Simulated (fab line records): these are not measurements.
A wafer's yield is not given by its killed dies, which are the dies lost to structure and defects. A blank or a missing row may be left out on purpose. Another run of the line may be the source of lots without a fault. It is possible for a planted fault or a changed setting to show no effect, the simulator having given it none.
Shared-tool check ; flow nand harc ; 11 lots, 33 wafers sampled

WHAT PROMPTED THE OPENING
At NHARC_A_CHANNEL_HOLE_D2_CD_MEAS_10 the reading cd nm is flagged on 3 of 11 lots. Wafers without a fault read 100.0 nm, standard deviation 0.54.
Rule: a lot gets a flag if all its wafers with a number sit over 4 standard deviations from that mean, or if no wafer of it has a number. All remaining lots are regarded as sound.

lot;measured;on;cd nm (nm), wafer by wafer;flag
L334;day 16 21:22;cd sem-01;100.2 100.4 100.8;
L332;day 16 22:19;cd sem-02;105.1 105.6 105.0;FLAGGED
L333;day 17 06:43;cd sem-03;104.7 104.7 104.5;FLAGGED
L335;day 17 21:52;cd sem-02;104.5 104.5 104.3;FLAGGED
L338;day 18 08:10;cd sem-01;99.5 100.3 100.4;
L343;day 20 05:34;cd sem-02;99.6 98.9 98.8;
L344;day 21 10:16;cd sem-01;99.8 99.3 99.5;
L346;day 22 02:08;cd sem-01;100.1 100.4 100.8;
L345;day 22 03:37;cd sem-01;99.4 99.8 100.0;
L348;day 22 15:02;cd sem-03;100.2 99.6 100.2;
L347;day 22 16:25;cd sem-01;100.2 100.5 100.7;
The mean of the flagged lots' numbers is 104.8 nm, +4.8 nm from the usual (+9 standard deviations).

LOT BY LOT: THE TOOL USED
The record holds 2 process steps before the reading, out of a route of 1302 steps. Every cell lists first the tool, next ch and the chambers used by the sampled wafers, and last the start.
lot;flag;NHARC_A_CHANNEL_HOLE_D2_DEP_00;NHARC_A_CHANNEL_HOLE_D2_PEB_08
L334;;acl dep-03 ch 0, day 16 18:50;litho track-06 ch 0, day 16 21:18
L332;FLAGGED;acl dep-02 ch 0, day 16 19:59;litho track-06 ch 0, day 16 22:14
L333;FLAGGED;acl dep-01 ch 0, day 17 04:04;litho track-06 ch 0, day 17 06:38
L335;FLAGGED;acl dep-01 ch 0, day 17 19:40;litho track-06 ch 0, day 17 21:47
L338;;acl dep-01 ch 0, day 18 05:30;litho track-01 ch 0, day 18 08:05
L343;;acl dep-02 ch 0, day 20 02:54;litho track-04 ch 0, day 20 05:29
L344;;acl dep-01 ch 0, day 21 08:33;litho track-04 ch 0, day 21 10:10
L346;;acl dep-02 ch 0, day 21 23:29;litho track-06 ch 0, day 22 02:03
L345;;acl dep-01 ch 0, day 22 01:14;litho track-04 ch 0, day 22 03:32
L348;;acl dep-01 ch 0, day 22 12:32;litho track-06 ch 0, day 22 14:57
L347;;acl dep-03 ch 0, day 22 13:46;litho track-06 ch 0, day 22 16:20
These steps, and what they do:
- NHARC_A_CHANNEL_HOLE_D2_DEP_00: deposits aC, target thk 3100 nm.
- NHARC_A_CHANNEL_HOLE_D2_PEB_08: peb time 65 s.
- NHARC_A_CHANNEL_HOLE_D2_CD_MEAS_10: target cd 100 nm.

FLAGGED OVER TOTAL, TOOL BY TOOL (the gauges that took the reading come last)
step;tool;lots run;flagged;share of the flagged lots;sound lots run after its first flagged lot
NHARC_A_CHANNEL_HOLE_D2_DEP_00;acl dep-01;6;2;some;4 (L338,L344,L345,L348)
NHARC_A_CHANNEL_HOLE_D2_DEP_00;acl dep-02;3;1;some;2 (L343,L346)
NHARC_A_CHANNEL_HOLE_D2_DEP_00;acl dep-03;2;0;none;-
NHARC_A_CHANNEL_HOLE_D2_PEB_08;litho track-01;1;0;none;-
NHARC_A_CHANNEL_HOLE_D2_PEB_08;litho track-04;3;0;none;-
NHARC_A_CHANNEL_HOLE_D2_PEB_08;litho track-06;7;3;all;3 (L346,L348,L347)
NHARC_A_CHANNEL_HOLE_D2_CD_MEAS_10;cd sem-01;6;0;none;-
NHARC_A_CHANNEL_HOLE_D2_CD_MEAS_10;cd sem-02;3;2;some;1 (L343)
NHARC_A_CHANNEL_HOLE_D2_CD_MEAS_10;cd sem-03;2;1;some;1 (L348)

WHAT THE TABLE PERMITS
All flagged lots share 1 row of the table, namely litho track-06 at NHARC_A_CHANNEL_HOLE_D2_PEB_08.
- litho track-06 at NHARC_A_CHANNEL_HOLE_D2_PEB_08: 3 of its 7 lots flagged. Sound lots ran on it after the first flagged one (L346, L348, L347), which a lasting fault on the whole tool wouldn't allow.
No row of the table ran every flagged lot and no sound lot after the first.

WHAT THE SIMULATOR HAD INSERTED
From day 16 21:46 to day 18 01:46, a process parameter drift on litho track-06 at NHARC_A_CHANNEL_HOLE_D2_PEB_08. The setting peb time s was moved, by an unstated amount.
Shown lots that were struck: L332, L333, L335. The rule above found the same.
